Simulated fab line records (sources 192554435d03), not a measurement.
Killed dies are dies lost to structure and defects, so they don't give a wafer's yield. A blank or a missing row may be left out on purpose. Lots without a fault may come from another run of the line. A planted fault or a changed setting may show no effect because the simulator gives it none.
fab line records	flow n5Finfet
record lots=6	wafers=18	lastDay=17
route steps=1938 shown HKMG_FIN@394 BEOL_M4@1111 PASSIVATION@1936
lots with no fault: from the same line, run without faults
startH: the number of hours between the record's first day and the start of the first shown wafer of the lot	waitH: time in hours since the lot's previous step	" same as the row above	L1.1+2: a row that stands for several wafers	- no value, or no start given	* or withheld: withheld	< > ~ a bound
route shown NAME@n: names a module that has steps shown in the file, with the first one's number in the route	usual: the fault-free wafers' mean and standard deviation	same: alike in all rows	chamber/n: place in a boat	sites: each site's reading	_std_site: standard deviation of those values	_edge_site: mean of outer sites minus mean of inner sites	radiusMm: for every site, how far away it sits from the centre of the wafer	mask NAME#n: copy n	behind: the most recent tool/chamber to have shaped the wafer	hold: cause of the lot's hold/its duration in hours/its outcome	device: names the non-switching transistor (n, p or np)	end of line: the same wafers' tests at the end of the route	a step without rows: its recipe alone	killed: not the wafer's yield, but the dies lost to structure and defects at the first sort	map: a wafer's dies, marking killed ones x, the rest . and places with no die _
set.NAME: the run value of the setting; set.NAME@STEP: its run value at that earlier step	model.NAME: the simulator's own value behind a step, which no gauge read
lots at selected steps of the route; one table per step, one row per wafer
services: the hour from which a tool's chamber was out of use, counted from the record's first day as startH (under 0 if before that day), plus the number of hours and why
## steps
# step N5_HKMG_FIN_SOFTBAKE_44
# recipe tempC=110	timeS=60	resist=CAR-ArF
# step N5_HKMG_FIN_EXPOSE_46
# recipe maskId=NDIPOLE	na=1.35	sourceShape=conventional	sigmaOuter=0.8	polarization=unpolarized	doseMj=40
# step N5_HKMG_FIN_PEB_47
# recipe pebTempC=withheld	pebTimeS=60	resist=CAR-ArF
# step N5_HKMG_FIN_DEVELOP_48
# recipe developTimeS=30	developer=TMAH	resist=CAR-ArF	rinseLiquid=diw	dry=airSpin	devTempC=23
# step N5_HKMG_FIN_CD_MEAS_49
# recipe targetCdNm=202	landingEnergyEv=500	detector=seInlens	polarity=opening
# usual cdNm=202.5/0.95
lot.wafer	tool	chamber	startH	waitH	cdNm
L927.2	cdSem-01	0	100.83	-	203.2
L927.3	"	0	"	"	203.6
L927.4	"	0	"	"	202.6
L932.1	cdSem-02	0	131.61	-	202.6
L932.4	"	0	"	"	202.5
L932.6	"	0	"	"	203.5
L935.1	cdSem-02	0	147.65	-	201.5
L935.4	"	0	"	"	202.0
L935.5	"	0	"	"	202.8
L937.1	cdSem-02	0	156.00	-	202.3
L937.2	"	0	"	"	201.3
L937.3	"	0	"	"	202.9
L945.1	cdSem-02	0	207.46	-	201.7
L945.3	"	0	"	"	204.0
L945.6	"	0	"	"	201.8
L946.1	cdSem-03	0	213.52	-	202.9
L946.2	"	0	"	"	202.6
L946.6	"	0	"	"	201.5
# step N5_HKMG_FIN_OVL_MEAS_50
# recipe pointsPerWafer=44
# usual NDIPOLE_OVL=-0.1/0.67
lot.wafer	tool	chamber	startH	waitH	NDIPOLE_OVL[nm]
L927.2	overlay-02	0	100.86	0.0	0.2
L927.3	"	0	"	"	-0.8
L927.4	"	0	"	"	0.0
L932.1	overlay-01	0	131.64	0.0	0.6
L932.4	"	0	"	"	0.9
L932.6	"	0	"	"	0.0
L935.1	overlay-01	0	147.68	0.0	-1.5
L935.4	"	0	"	"	-0.8
L935.5	"	0	"	"	-0.1
L937.1	overlay-02	0	156.04	0.0	-1.1
L937.2	"	0	"	"	-0.3
L937.3	"	0	"	"	-1.2
L945.1	overlay-02	0	207.49	0.0	0.4
L945.3	"	0	"	"	0.2
L945.6	"	0	"	"	0.5
L946.1	overlay-01	0	213.55	0.0	-0.6
L946.2	"	0	"	"	-1.3
L946.6	"	0	"	"	-0.4
# step N5_HKMG_FIN_INSPECT_61
# recipe mode=adi	inspectInstrument=macro
# usual rawDefectCount=1.9/1.4
lot.wafer	tool	chamber	startH	waitH	rawDefectCount
L927.2	defectInspect-02	-	100.88	0.0	0
L927.3	"	-	"	"	1
L927.4	"	-	"	"	0
L932.1	defectInspect-02	-	131.66	0.0	2
L932.4	"	-	"	"	1
L932.6	"	-	"	"	1
L935.1	defectInspect-02	-	147.70	0.0	2
L935.4	"	-	"	"	3
L935.5	"	-	"	"	0
L937.1	defectInspect-02	-	156.06	0.0	1
L937.2	"	-	"	"	2
L937.3	"	-	"	"	1
L945.1	defectInspect-01	-	207.51	0.0	2
L945.3	"	-	"	"	2
L945.6	"	-	"	"	5
L946.1	defectInspect-01	-	213.58	0.0	2
L946.2	"	-	"	"	2
L946.6	"	-	"	"	1
# step N5_HKMG_FIN_DESCUM_53
# recipe chemistry=O2	timeS=7.9	sourcePowerW=50	biasPowerW=20	pressureMtorr=20	rfFrequencyHz=2.712e+07	tempC=40	resist=CAR-ArF	o2FlowSccm=225
# usual chamberPressureMTorr=20.000/0.017	drypumpMotorCurrentA=5.6/0.4	oesProductAu=0.78/0.082	rfVppV=242.9/1.3	showerheadPlenumPTorr=2.07/0.068	throttleValvePct=20.44/0.14
lot.wafer	tool	chamber	startH	waitH	chamberPressureMTorr	drypumpMotorCurrentA	oesProductAu	rfHoursCounterH	rfVppV	showerheadPlenumPTorr	throttleValvePct
L927.2	rieDiel-02	2	100.92	0.0	20.012	4.8	0.77	152	244.7	2.19	20.41
L927.3	"	3	"	"	19.988	5.2	0.90	22	242.9	2.04	20.41
L927.4	"	1	"	"	19.959	5.7	0.74	174	240.5	1.99	20.15
L932.1	rieDiel-02	0	131.75	0.1	19.992	5.9	0.73	214	245.4	2.17	20.33
L932.4	"	3	"	"	20.024	5.2	0.88	33	241.2	2.03	20.43
L932.6	"	0	"	"	20.008	5.9	0.73	-	244.7	2.17	20.35
L935.1	rieDiel-02	3	147.73	0.0	20.013	5.2	0.86	39	241.2	2.03	20.44
L935.4	"	2	"	"	19.983	4.8	0.75	168	244.0	2.18	20.42
L935.5	"	0	"	"	19.998	5.9	0.73	-	243.0	2.17	20.36
L937.1	rieDiel-04	2	156.12	0.1	19.988	6.0	0.72	200	244.5	2.07	20.37
L937.2	"	3	"	"	20.003	5.5	0.78	113	242.4	2.04	20.51
L937.3	"	1	"	"	20.037	5.1	0.77	143	242.7	1.99	20.62
L945.1	rieDiel-06	2	207.55	0.0	20.002	5.5	0.74	186	242.2	2.08	20.71
L945.3	"	0	"	"	20.011	5.7	0.98	6	243.8	2.04	20.09
L945.6	"	1	"	"	19.983	6.1	0.88	-	243.0	2.01	20.44
L946.1	rieDiel-04	2	213.61	0.0	20.012	6.0	0.70	219	243.5	2.06	20.41
L946.2	"	0	"	"	20.027	6.1	0.71	226	246.0	2.17	20.61
L946.6	"	1	"	"	20.010	5.1	0.76	-	241.0	1.98	20.65
# step N5_HKMG_FIN_ETCH_54
# recipe chemistry=CF4	target=SiARC	targetDepthA=455	maskMaterial=CAR-ArF	timeS=75.8	ionEnergyEv=80	pressureMtorr=40	sourceW=545	biasW=36	Ar_flow_sccm=100	cf4FlowSccm=100	ends=cleared
# usual biasW=35.99/0.12	chamberPressureMTorr=40.00/0.037	drypumpMotorCurrentA=5.6/0.4	etchRfOnTimeS=75.6/2.3	oesProductAu=0.67/0.074	rfVppV=184.0/1.2	showerheadPlenumPTorr=2.12/0.05	throttleValvePct=15.64/0.13
lot.wafer	tool	chamber	startH	waitH	biasW	chamberPressureMTorr	drypumpMotorCurrentA	etchRfOnTimeS	oesProductAu	rfHoursCounterH	rfVppV	showerheadPlenumPTorr	throttleValvePct
L927.2	rieDiel-02	2	100.95	0.0	35.80	40.08	4.8	76.8	0.65	152	185.1	2.19	15.42
L927.3	"	3	"	"	35.85	39.98	5.2	71.1	0.80	22	183.8	2.11	15.65
L927.4	"	1	"	"	36.02	40.04	5.7	76.8	0.62	174	184.2	2.04	15.46
L932.1	rieDiel-02	0	131.79	0.0	35.98	39.96	5.9	76.9	0.62	214	185.0	2.22	15.63
L932.4	"	3	"	"	36.16	39.99	5.2	70.7	0.78	33	183.4	2.10	15.66
L932.6	"	0	"	"	36.21	40.03	5.9	77.0	0.62	-	185.1	2.22	15.63
L935.1	rieDiel-02	3	147.77	0.0	35.94	40.02	5.2	70.3	0.77	39	184.1	2.10	15.69
L935.4	"	2	"	"	36.00	40.02	4.8	76.9	0.64	168	184.7	2.19	15.42
L935.5	"	0	"	"	36.16	39.96	5.9	76.6	0.62	-	185.1	2.22	15.63
L937.1	rieDiel-04	2	156.15	0.0	36.04	39.97	6.0	77.5	0.60	200	184.5	2.11	15.62
L937.2	"	3	"	"	35.99	40.03	5.5	73.0	0.69	113	185.4	2.09	15.68
L937.3	"	1	"	"	35.90	40.02	5.1	75.6	0.65	143	182.7	2.07	15.90
L945.1	rieDiel-06	2	207.58	0.0	35.90	40.00	5.5	80.0	0.62	186	184.8	2.12	15.84
L945.3	"	0	"	"	35.96	40.05	5.7	72.7	0.82	6	183.2	2.10	15.24
L945.6	"	1	"	"	35.83	39.94	6.2	77.0	0.75	-	183.2	2.09	15.76
L946.1	rieDiel-04	2	213.64	0.0	35.85	40.01	6.0	78.2	0.59	219	184.7	2.11	15.69
L946.2	"	0	"	"	36.02	39.98	6.1	77.2	0.60	226	184.9	2.18	15.63
L946.6	"	1	"	"	36.01	40.02	5.1	75.0	0.63	-	182.8	2.06	15.94
# step N5_HKMG_FIN_ETCH_55
# recipe chemistry=N2/H2	target=SOC	targetDepthA=2400	tempC=40	timeS=300	ionEnergyEv=200	maskMaterial=SiARC	pressureMtorr=30	sourceW=840	biasW=150	n2FlowSccm=200	h2FlowSccm=200
# usual biasW=149.9/0.44	chamberPressureMTorr=30.002/0.026	drypumpMotorCurrentA=5.6/0.41	oesProductAu=0.78/0.09	rfVppV=523.3/2.1	showerheadPlenumPTorr=2.52/0.078	throttleValvePct=17.87/0.27
lot.wafer	tool	chamber	startH	waitH	biasW	chamberPressureMTorr	drypumpMotorCurrentA	oesProductAu	rfHoursCounterH	rfVppV	showerheadPlenumPTorr	throttleValvePct
L927.2	rieDiel-02	2	101.01	0.0	150.3	30.000	4.8	0.76	153	527.5	2.66	17.81
L927.3	"	3	"	"	149.3	29.963	5.2	0.92	22	522.9	2.51	18.06
L927.4	"	1	"	"	150.5	30.031	5.7	0.71	174	520.9	2.42	17.57
L932.1	rieDiel-02	0	131.84	0.0	149.7	29.988	5.9	0.71	214	525.3	2.62	17.69
L932.4	"	3	"	"	150.9	30.042	5.2	0.91	33	521.2	2.51	18.09
L932.6	"	0	"	"	149.5	29.962	5.9	0.71	-	527.4	2.62	17.69
L935.1	rieDiel-02	3	147.83	0.0	150.1	30.031	5.2	0.90	39	521.9	2.51	18.09
L935.4	"	2	"	"	149.8	30.082	4.8	0.74	168	526.4	2.65	17.83
L935.5	"	0	"	"	150.2	30.027	5.9	0.71	-	526.5	2.62	17.70
L937.1	rieDiel-04	2	156.21	0.0	150.0	29.973	6.0	0.71	201	523.6	2.50	17.67
L937.2	"	3	"	"	150.2	29.972	5.5	0.81	114	521.9	2.42	17.46
L937.3	"	1	"	"	150.4	30.012	5.1	0.76	143	520.3	2.46	18.38
L945.1	rieDiel-06	2	207.64	0.0	150.1	29.999	5.5	0.71	186	522.9	2.56	18.33
L945.3	"	0	"	"	149.2	30.021	5.7	0.95	6	522.0	2.51	17.67
L945.6	"	1	"	"	149.7	30.022	6.1	0.87	-	521.4	2.48	18.01
L946.1	rieDiel-04	2	213.70	0.0	149.7	29.998	6.0	0.69	219	524.2	2.49	17.71
L946.2	"	0	"	"	149.8	30.007	6.1	0.71	226	527.0	2.63	17.94
L946.6	"	1	"	"	149.8	29.995	5.1	0.75	-	522.2	2.45	18.43
# step N5_HKMG_FIN_STRIP_56
# recipe chemistry=N2/H2	tempC=40	n2FlowSccm=200	h2FlowSccm=200	rfFrequencyHz=6e+07
# step N5_HKMG_FIN_STRIP_57
# recipe chemistry=CF4	resist=SiARC	powerW=300	biasPowerW=75	pressureMtorr=50	cf4FlowSccm=150	rfFrequencyHz=6e+07
# usual chamberPressureMTorr=50.01/0.084	drypumpMotorCurrentA=5.6/0.41	oesProductAu=0.77/0.078	rfVppV=270.9/1.3	showerheadPlenumPTorr=1.77/0.043	throttleValvePct=13.61/0.12
lot.wafer	tool	chamber	startH	waitH	chamberPressureMTorr	drypumpMotorCurrentA	oesProductAu	rfHoursCounterH	rfVppV	showerheadPlenumPTorr	throttleValvePct
L927.2	rieDiel-02	2	101.20	0.0	49.99	4.8	0.78	153	272.1	1.84	13.44
L927.3	"	3	"	"	50.05	5.2	0.89	22	270.5	1.77	13.56
L927.4	"	1	"	"	49.89	5.7	0.73	174	270.9	1.72	13.51
L932.1	rieDiel-02	0	132.03	0.0	50.05	5.9	0.72	215	272.6	1.86	13.67
L932.4	"	3	"	"	50.00	5.2	0.86	33	271.3	1.77	13.60
L932.6	"	0	"	"	50.02	5.9	0.72	-	272.6	1.86	13.66
L935.1	rieDiel-02	3	148.02	0.0	50.06	5.2	0.86	39	270.5	1.77	13.61
L935.4	"	2	"	"	49.94	4.8	0.76	168	273.1	1.84	13.47
L935.5	"	0	"	"	50.02	5.9	0.72	-	272.2	1.86	13.67
L937.1	rieDiel-04	2	156.40	0.0	50.03	6.0	0.71	201	269.7	1.77	13.64
L937.2	"	3	"	"	50.01	5.5	0.77	114	269.0	1.74	13.59
L937.3	"	1	"	"	49.96	5.1	0.75	143	269.2	1.72	13.81
L945.1	rieDiel-06	2	207.83	0.0	50.01	5.5	0.74	186	271.6	1.78	13.83
L945.3	"	0	"	"	49.98	5.7	0.94	6	270.1	1.74	13.11
L945.6	"	1	"	"	50.01	6.2	0.86	-	269.6	1.76	13.71
L946.1	rieDiel-04	2	213.89	0.0	50.02	6.0	0.70	219	270.6	1.76	13.69
L946.2	"	0	"	"	50.00	6.1	0.71	226	271.8	1.82	13.63
L946.6	"	1	"	"	50.07	5.1	0.74	-	269.7	1.72	13.84
# step N5_HKMG_FIN_ETCH_58
# recipe chemistry=N2/H2	target=SOC	targetDepthA=2158	ionEnergyEv=50	biasW=13	timeS=741	pressureMtorr=30	sourceW=875	n2FlowSccm=200	h2FlowSccm=200
# usual biasW=13.00/0.04	chamberPressureMTorr=29.999/0.026	drypumpMotorCurrentA=5.6/0.4	oesProductAu=0.78/0.089	rfVppV=99.1/0.83	showerheadPlenumPTorr=2.52/0.078	throttleValvePct=17.82/0.28
lot.wafer	tool	chamber	startH	waitH	biasW	chamberPressureMTorr	drypumpMotorCurrentA	oesProductAu	rfHoursCounterH	rfVppV	showerheadPlenumPTorr	throttleValvePct	model.HKMG_FIN.featureDepthNm	model.etch.depthNm	model.SOC_of_HKMG_FIN_COAT_41.thkNm
L927.2	rieDiel-02	2	101.22	0.0	12.97	30.045	4.8	0.76	153	99.9	2.66	17.76	212	212	88
L927.3	"	3	"	"	13.01	30.041	5.2	0.94	22	99.3	2.51	18.04	229.8	229.9	70.2
L927.4	"	1	"	"	13.00	29.947	5.7	0.73	174	99.3	2.42	17.52	211.8	211.9	88
L932.1	rieDiel-02	0	132.05	0.0	11.56	30.034	5.9	0.70	215	90.8	2.62	17.63	201.2	201.2	98
L932.4	"	3	"	"	11.57	29.995	5.2	0.89	33	91.6	2.51	18.05	220	219.9	79.6
L932.6	"	0	"	"	11.62	29.987	5.9	0.70	-	91.1	2.62	17.63	201.4	201.4	98.2
L935.1	rieDiel-02	3	148.04	0.0	11.55	29.981	5.2	0.87	39	92.7	2.51	18.04	217	217.1	81.8
L935.4	"	2	"	"	11.62	29.968	4.8	0.73	168	91.7	2.65	17.78	198.4	198.5	101
L935.5	"	0	"	"	11.58	30.000	5.9	0.69	-	92.4	2.62	17.64	200	200	99.6
L937.1	rieDiel-04	2	156.42	0.0	12.95	30.008	6.0	0.70	201	99.1	2.50	17.65	210.2	210.2	90
L937.2	"	3	"	"	13.05	29.966	5.5	0.81	114	98.0	2.42	17.40	225.8	225.7	74.2
L937.3	"	1	"	"	12.98	29.981	5.1	0.76	143	98.4	2.46	18.35	216	215.9	84
L945.1	rieDiel-06	2	207.85	0.0	13.00	29.988	5.5	0.72	187	98.7	2.56	18.30	204	203.9	96.2
L945.3	"	0	"	"	12.98	30.016	5.7	0.97	6	99.2	2.51	17.59	225.4	225.4	75
L945.6	"	1	"	"	13.01	29.975	6.2	0.88	-	99.1	2.48	17.94	215	215	85.8
L946.1	rieDiel-04	2	213.91	0.0	13.06	30.066	6.0	0.69	219	98.6	2.49	17.68	210.6	210.5	89.6
L946.2	"	0	"	"	13.02	30.041	6.1	0.70	226	101.3	2.63	17.90	211.8	211.8	88.4
L946.6	"	1	"	"	12.98	29.984	5.2	0.75	-	99.7	2.45	18.39	219.2	219.2	80.8
# step N5_HKMG_FIN_STRIP_93
# recipe chemistry=N2/H2	material=SOC	timeS=20	powerW=500	tempC=40	pressureMtorr=50	rfFrequencyHz=6e+07	biasPowerW=8	h2Frac=0.5	n2FlowSccm=300	h2FlowSccm=300
# usual chamberPressureMTorr=49.99/0.044	drypumpMotorCurrentA=5.6/0.4	oesProductAu=0.78/0.084	rfVppV=54.2/0.95	showerheadPlenumPTorr=3.33/0.099	throttleValvePct=19.0/0.53
lot.wafer	tool	chamber	startH	waitH	chamberPressureMTorr	drypumpMotorCurrentA	oesProductAu	rfHoursCounterH	rfVppV	showerheadPlenumPTorr	throttleValvePct
L927.2	rieDiel-02	2	101.76	0.3	49.97	4.9	0.76	153	55.6	3.50	19.0
L927.3	"	3	"	"	49.99	5.3	0.93	22	54.8	3.32	19.4
L927.4	"	1	"	"	50.01	5.7	0.73	174	51.8	3.20	18.5
L932.1	rieDiel-02	0	132.48	0.2	49.97	5.9	0.71	215	53.3	3.46	18.7
L932.4	"	3	"	"	50.01	5.2	0.91	33	54.3	3.32	19.4
L932.6	"	0	"	"	49.94	5.9	0.71	-	53.2	3.46	18.7
L935.1	rieDiel-02	3	148.46	0.2	50.00	5.2	0.90	39	52.9	3.31	19.4
L935.4	"	2	"	"	50.02	4.8	0.76	168	56.3	3.49	19.0
L935.5	"	0	"	"	49.97	5.9	0.71	-	53.9	3.45	18.7
L937.1	rieDiel-04	2	156.84	0.2	49.94	6.0	0.71	201	53.6	3.31	18.5
L937.2	"	3	"	"	49.98	5.5	0.81	114	53.8	3.20	18.2
L937.3	"	1	"	"	50.06	5.1	0.77	144	56.1	3.25	20.1
L945.1	rieDiel-06	2	208.27	0.2	50.03	5.5	0.72	187	54.2	3.38	19.7
L945.3	"	0	"	"	49.94	5.7	0.98	6	54.2	3.32	18.6
L945.6	"	1	"	"	50.01	6.2	0.87	-	53.7	3.28	19.1
L946.1	rieDiel-04	2	214.34	0.2	50.05	6.0	0.69	220	53.4	3.30	18.6
L946.2	"	0	"	"	50.04	6.1	0.70	226	54.7	3.47	19.1
L946.6	"	1	"	"	50.04	5.2	0.74	-	52.0	3.24	20.2
# step N5_BEOL_M4_RC_MEAS_101
# usual DIBL_N=37.3/2.3	DIBL_P=37.4/2.9	IOFF_N=0.18/0.045	IOFF_P=0.25/0.054	ION_N=679/15	ION_P=468/9.7	SS_N=71.8/0.62	SS_P=73.6/0.76	VT_N=248/4.1	VT_P=-248/3.6
lot.wafer	tool	chamber	startH	waitH	DIBL_N[mV/V]	DIBL_P[mV/V]	IOFF_N[nA/um]	IOFF_P[nA/um]	ION_N[uA/um]	ION_P[uA/um]	SS_N[mV/dec]	SS_P[mV/dec]	VT_N[mV]	VT_P[mV]
L927.2	prober-01	0	190.15	0.6	37.4	36.9	0.18	0.26	673	460	71.5	74.1	250	-245
L927.3	"	0	"	"	37.9	38.1	0.18	0.26	693	475	72.0	73.6	251	-247
L927.4	"	0	"	"	37.2	37.3	0.18	0.26	678	466	71.5	73.5	251	-244
L932.1	prober-02	0	217.87	0.0	36.9	37.5	0.17	0.22	681	476	71.2	73.7	252	-250
L932.4	"	0	"	"	39.8	41.5	0.23	0.31	696	481	72.6	74.1	246	-245
L932.6	"	0	"	"	37.7	37.9	0.17	0.23	679	464	71.3	73.6	251	-250
L937.1	prober-01	0	241.89	0.0	39.3	41.0	0.21	0.29	693	479	72.9	74.2	247	-246
L937.2	"	0	"	"	39.4	41.4	0.20	0.29	695	476	72.3	74.6	247	-247
L937.3	"	0	"	"	36.3	36.9	0.14	0.21	662	460	72.1	73.8	253	-251
L935.1	prober-02	0	242.43	0.0	41.0	42.5	0.25	0.39	697	482	72.4	74.5	244	-241
L935.4	"	0	"	"	37.1	37.5	0.15	0.25	669	467	72.1	73.0	250	-245
L935.5	"	0	"	"	39.6	40.8	0.23	0.32	686	480	72.4	73.8	245	-240
L945.1	prober-01	0	300.52	0.0	35.7	35.9	0.15	0.20	665	462	71.9	72.8	253	-251
L945.3	"	0	"	"	38.5	39.3	0.19	0.26	687	470	72.2	74.0	247	-245
L945.6	"	0	"	"	37.6	38.3	0.18	0.24	690	468	72.0	74.0	247	-249
L946.1	prober-02	0	301.45	0.0	37.2	36.9	0.20	0.31	704	488	71.1	73.8	247	-243
L946.2	"	0	"	"	34.1	32.9	0.12	0.21	657	469	71.4	73.2	256	-249
L946.6	"	0	"	"	37.6	36.2	0.18	0.26	673	471	72.6	73.4	249	-246
# step N5_PASSIVATION_PROBE_49
# usual defectLimitedYield=91.3/1.5	killed_at_M0_to_M3=35/8.7	killed_at_M4_up=14/5.5	killedAtContacts=11/5.6	killedAtFrontEnd=39/13	killedAtOther=3.7/2.2	killedDies=103/18	killedOpen=69/14	killedShort=33/7.8	sort_bin_4_leakage=0.02/0.15	sort_bin_5_function=5.1/0.99	sort_bin_6_memory=3.3/0.67	sortNPass=1077/18	sortYieldPct=91.2/1.5
# same grossDies=1180	killedAtBackSide=0	sort_bin_8_speed[%]=0
lot.wafer	tool	chamber	startH	waitH	defectLimitedYield[%]	killed_at_M0_to_M3	killed_at_M4_up	killedAtContacts	killedAtFrontEnd	killedAtOther	killedDies	killedOpen	killedShort	sort_bin_4_leakage[%]	sort_bin_5_function[%]	sort_bin_6_memory[%]	sortNPass	sortYieldPct[%]
L932.1	prober-01	-	325.63	0.0	93.6	20	7	3	41	5	76	44	32	0	4.0	2.3	1104	93.6
L932.4	prober-01	-	325.78	0.2	91.9	27	16	6	45	2	96	55	41	0	4.9	3.1	1084	91.9
L932.6	prober-01	-	325.88	0.3	93.3	15	9	6	45	4	79	47	30	0	4.1	2.5	1101	93.3
L937.1	prober-02	-	350.78	0.0	90.2	46	7	7	52	4	116	80	36	0	5.4	4.0	1064	90.2
L937.2	prober-02	-	350.83	0.1	89.6	50	17	12	43	1	123	86	35	0	6.4	3.7	1057	89.6
L937.3	prober-02	-	350.88	0.1	88.7	47	10	7	68	1	133	91	40	0	6.4	4.3	1047	88.7
# killed by level:class
L932.1 STI_FIN_REVEAL:geometricParticle:open=10 FIN_SAQP:geometricParticle:short=8 GATE_CUT:geometricParticle:short=5 BEOL_M0_SAQP:geometricParticle:short=5 BEOL_M1:geometricParticle:open=5 BEOL_M4:geometricParticle:open=5 DUMMY_GATE:geometricParticle:open=4 FIN_SAQP:geometricParticle:open=3
L932.4 BEOL_M4:geometricParticle:open=9 STARTING-WAFER:geometricParticle:short=8 FIN_SAQP:geometricParticle:short=7 STI_FIN_REVEAL:geometricParticle:open=7 BEOL_M3:geometricParticle:open=6 FIN_SAQP:geometricParticle:open=5 MOL_CONTACT_COAG:geometricParticle:open=5 BEOL_M1:geometricParticle:open=5
L932.6 FIN_SAQP:geometricParticle:open=13 STI_FIN_REVEAL:geometricParticle:open=7 GATE_CUT:geometricParticle:short=7 MOL_CONTACT_COAG:geometricParticle:open=6 BEOL_M0_SAQP:geometricParticle:short=6 FIN_SAQP:geometricParticle:short=5 GATE_CUT:geometricParticle:open=4 BEOL_M3:geometricParticle:open=3
L937.1 BEOL_M2:geometricParticle:open=18 BEOL_M3:geometricParticle:open=13 STI_FIN_REVEAL:geometricParticle:open=9 FIN_SAQP:geometricParticle:short=7 FIN_SAQP:geometricParticle:open=6 GATE_CUT:geometricParticle:short=6 BEOL_M0_SAQP:geometricParticle:open=5 DUMMY_GATE:geometricParticle:open=4
L937.2 BEOL_M0_SAQP:geometricParticle:open=14 BEOL_M3:geometricParticle:open=11 MOL_CONTACT_COAG:geometricParticle:open=10 FIN_SAQP:geometricParticle:open=7 FIN_SAQP:geometricParticle:short=7 STI_FIN_REVEAL:geometricParticle:open=6 BEOL_M0_SAQP:geometricParticle:short=6 BEOL_M2:geometricParticle:open=6
L937.3 BEOL_M2:geometricParticle:open=13 BEOL_M0_SAQP:geometricParticle:open=13 FIN_SAQP:geometricParticle:open=12 BEOL_M0_SAQP:geometricParticle:short=11 ILD0:geometricParticle:short=9 FIN_SAQP:geometricParticle:short=8 STI_FIN_REVEAL:geometricParticle:open=8 DUMMY_GATE:geometricParticle:open=8
## services
tool	chamber	startH	hours	kind
rieDiel-06	2	148.52	29.0	repair
rieDiel-02	3	166.84	4.9	repair
rieDiel-02	-	177.25	2.8	pm
rieDiel-06	0	177.60	-	clean
rieDiel-06	0	177.60	-	consumableReplace:focusRing
rieDiel-06	0	177.60	13.5	scheduledDown
rieDiel-06	0	177.60	13.5	ventCycle
rieDiel-04	2	179.58	5.0	repair
rieDiel-02	0	197.42	3.8	repair
## key
firstSign step=N5_HKMG_FIN_ETCH_58	reading=biasW	direction=down	sigmas=35	usual=*	struck=*
effect step=N5_HKMG_FIN_ETCH_58	reading=rfVppV	direction=down	sigmas=8.9	usual=99.1	struck=91.7
modelEffect step=N5_HKMG_FIN_ETCH_58	value=HKMG_FIN.featureDepthNm	without=216.7	struck=206.3
metAt N5_HKMG_FIN_ETCH_58
struckWafers L932.1,L932.4,L932.6,L935.1,L935.4,L935.5
onsetBetween 101.22 132.05
fault kind=processParameterDrift	tool=rieDiel-02	chamber=-	onsetH=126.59	steps=N5_HKMG_FIN_ETCH_58	channel=biasW	offset=*	shape=step	endH=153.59	actsIn=*	stated=*
